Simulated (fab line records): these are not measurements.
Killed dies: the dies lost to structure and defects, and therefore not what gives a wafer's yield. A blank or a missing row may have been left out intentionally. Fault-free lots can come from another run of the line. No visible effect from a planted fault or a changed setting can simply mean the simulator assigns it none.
A struck lot beside a sound one | flow nand-harc | 16 steps out of a route of 1302
Sound: the wafers L970.1, L970.3, L970.5. The struck wafers were L986.2, L986.4, L986.5. The cause comes at the end.
Each step with rows lists, per side, the tool, then ch with its chambers, then its first start. Under that, the readings that differ: sound wafers | struck wafers | difference of the means | sigmas: that difference in standard deviations of wafers without a fault.
alike: same words and numbers on both sides, and readings whose means sit less than 2 such deviations apart. not compared: any withheld reading, any reading some wafer has no value for, any bound like >300 that may hide the same value, and any number with overlapping values for which the record gives no deviation.
The two part at a step that has a row with sigmas, a row that says differs or no value, or rows on one side only. Numbers that don't overlap but have no deviation are shown without sigmas and don't part them. Lack of a reading on every wafer of one side parts them only where that side has two or more wafers.

NHARC_P_GATE_DESCUM_61: chemistry O2, time 3 s.
  sound on rie-diel-09 ch 0,1,2, day 7 23:35; struck on rie-diel-04 ch 0,1,3, day 14 08:34
  alike: drypump-motor-current-A, oes-product-au, rf-vpp-V, showerhead-plenum-p-Torr, throttle-valve-pct
  not compared: rf-hours-counter-h
after that, 1 step had no rows for these wafers: NHARC_P_GATE_IMPLANT_62.
NHARC_P_GATE_STRIP_112: strips in N2/H2, time 200 s.
  sound on plasma-asher-01 ch 0, day 7 23:56; struck on plasma-asher-01 ch 1, day 14 08:58
  reading             | sound    | struck   | difference | sigmas
  rf-refl-power-W (W) | 18 18 19 | 27 27 26 | +8         | +2
  alike: drypump-motor-current-A, heater-power-w
  not compared: rf-hours-counter-h
NHARC_P_GATE_STRIP_76: strips in O2.
  sound on plasma-asher-01 ch 0, day 8 00:11; struck on plasma-asher-01 ch 1, day 14 09:12
  alike: drypump-motor-current-A, heater-power-w, rf-refl-power-W
  not compared: rf-hours-counter-h
then, 8 steps without rows for these wafers: NHARC_P_GATE_STRIP_63 (strips in SPM, time 900 s); NHARC_P_GATE_DEHYDRATE_83 (time 120 s); NHARC_P_GATE_HMDS_84 (time 30 s); NHARC_P_GATE_COAT_85; NHARC_P_GATE_SOFTBAKE_86 (time 95 s); NHARC_P_GATE_EBR_87; NHARC_P_GATE_EXPOSE_88 (exposes mask P HVN, target cd 2000 nm); NHARC_P_GATE_PEB_89 (peb time 85 s).
NHARC_P_GATE_DEVELOP_90: time 70 s.
  sound on litho-track-03 ch 0, day 8 01:00; struck on litho-track-05 ch 0, day 14 10:00
then, 1 step without rows for these wafers: NHARC_P_GATE_HARDBAKE_92 (time 80 s).
NHARC_P_GATE_DESCUM_93: chemistry O2, time 3 s.
  sound on rie-diel-04 ch 0,1, day 8 01:17; struck on rie-diel-04 ch 1,2, day 14 10:17
  reading                 | sound          | struck            | difference | sigmas
  model.P_GATE.cd-nm (nm) | 1995 1997 1998 | 722.2 719.8 720.9 | -1275.7    |
  alike: drypump-motor-current-A, oes-product-au, rf-vpp-V, showerhead-plenum-p-Torr, throttle-valve-pct
  not compared: rf-hours-counter-h
after that, 1 step had no rows for these wafers: NHARC_P_GATE_IMPLANT_94.

WHERE THEY PART
Only at NHARC_P_GATE_STRIP_112, within this record. Later steps at which nothing parts them and some readings are alike: NHARC_P_GATE_STRIP_76, NHARC_P_GATE_DESCUM_93.

WHY: the cause the simulator had injected
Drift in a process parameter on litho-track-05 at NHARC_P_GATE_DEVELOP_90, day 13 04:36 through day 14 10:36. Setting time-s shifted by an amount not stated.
